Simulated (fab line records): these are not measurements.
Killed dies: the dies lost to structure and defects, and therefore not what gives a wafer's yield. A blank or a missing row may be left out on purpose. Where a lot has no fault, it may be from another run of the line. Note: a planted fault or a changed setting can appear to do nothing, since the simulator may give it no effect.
One fault seen from 3 desks | flow n5_finfet | numbers are kept per desk, each desk with only its own; the story behind them comes last

## AT THE METROLOGY DESK
Means of the sampled wafers that have a number, per lot and without regard to the tool the lot ran on: this is what the gauges read. A lot is out of limits, marked OUT, if its mean lies more than 4 standard deviations from the usual mean; the brackets give that distance. Readings shown: 7 of its 13, picked as those furthest out on some lot.
Columns: A = cd_nm at N5_ZERO_LAYER_CD_MEAS_11, usual 2000.7 nm; B = IOFF_P at N5_BEOL_M4_RC_MEAS_101, usual 0.22 nA/um; C = ION_P at N5_BEOL_M4_RC_MEAS_101, usual 463 uA/um; D = SS_N at N5_BEOL_M4_RC_MEAS_101, usual 71.7 mV/dec; E = SS_P at N5_BEOL_M4_RC_MEAS_101, usual 73.5 mV/dec; F = VT_N at N5_BEOL_M4_RC_MEAS_101, usual 249 mV; G = VT_P at N5_BEOL_M4_RC_MEAS_101, usual -250 mV
lot  | first seen here | A      | B    | C   | D    | E    | F   | G
L599 | day 1 18:40     | 2002.8 | 0.21 | 463 | 71.4 | 72.3 | 254 | -248
L606 | day 3 12:47     | 2002.5 | 0.21 | 465 | 70.9 | 72.7 | 250 | -251
L613 | day 5 06:46     | 2002.2 | 0.23 | 464 | 71.5 | 73.7 | 247 | -248
L616 | day 6 00:38     | 1996.7 | 0.27 | 476 | 72.0 | 74.1 | 246 | -245
L619 | day 6 18:38     | 1999.6 | 0.26 | 465 | 72.6 | 73.2 | 247 | -247
L620 | day 7 00:38     | 1997.6 | 0.25 | 470 | 71.8 | 73.4 | 249 | -246
This desk's finding: nothing out of limits on any of the 6 lots.

## THE DEFECT DESK
Per lot, the means of the sampled wafers with a number show what the inspections along the route counted. A lot is out of limits, marked OUT, if its mean lies more than 4 standard deviations from the usual mean; the brackets give that distance.
Columns: A = raw_defect_count at N5_ZERO_LAYER_INSPECT_20, usual 42; B = raw_defect_count at N5_WELL_APT_INSPECT_10, usual 2.2
lot  | first seen here | A  | B
L599 | day 1 19:20     | 68 | 1.3
L606 | day 3 13:23     | 64 | 4.0
L613 | day 5 07:44     | 64 | 1.3
L616 | day 6 01:16     | 20 | 1.0
L619 | day 6 20:02     | 49 | 2.0
L620 | day 7 01:15     | 60 | 3.0
This desk's finding: nothing out of limits on any of the 6 lots.

## THE TOOL OWNER'S DESK: litho_track-01
The tool's own readings at N5_WELL_APT_COAT_02 (resist thk 950 nm): means of the sampled wafers that have a number, for each lot that ran on this tool. A lot is out of limits, marked OUT, if its mean lies more than 4 standard deviations from the usual mean; the brackets give that distance.
Columns: A = chill_plate_temp_C at N5_WELL_APT_COAT_02, usual 23.00 C; B = resist_line_temp_C at N5_WELL_APT_COAT_02, usual 22.97 C; C = spin_speed_rpm at N5_WELL_APT_COAT_02, usual 1357.0 rpm
lot  | first seen here | A     | B     | C
L599 | day 1 19:22     | 23.15 | 23.11 | 1357.0
L613 | day 5 07:46     | 22.93 | 22.91 | 1557.6 (+99 or more) OUT
L616 | day 6 01:17     | 23.12 | 22.97 | 1556.9 (+99 or more) OUT
Finding of this desk: L613, L616 out of limits; the first was L613 at day 5 07:46, on spin_speed_rpm at N5_WELL_APT_COAT_02. Within limits: L599.

## ALL TOGETHER
On L613, L616, at day 5 07:46, an alarm was possible from the tool owner's desk.
At the metrology desk, nothing out of limits was observed.
The defect desk saw nothing out of limits.
The metrology desk holds a record of L613, L616, inside its limits.
The defect desk has L613, L616 on record, within its limits.
All the named lots went through N5_WELL_APT_COAT_02 on litho_track-01.

## WHAT THE SIMULATOR HAD INSERTED
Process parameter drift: litho_track-01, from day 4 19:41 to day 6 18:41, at N5_WELL_APT_COAT_02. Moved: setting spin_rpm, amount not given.
Shown lots that were struck: L613, L616.
Time in hours from fault onset to the first out-of-limits reading at each desk: the tool owner's desk, 12.
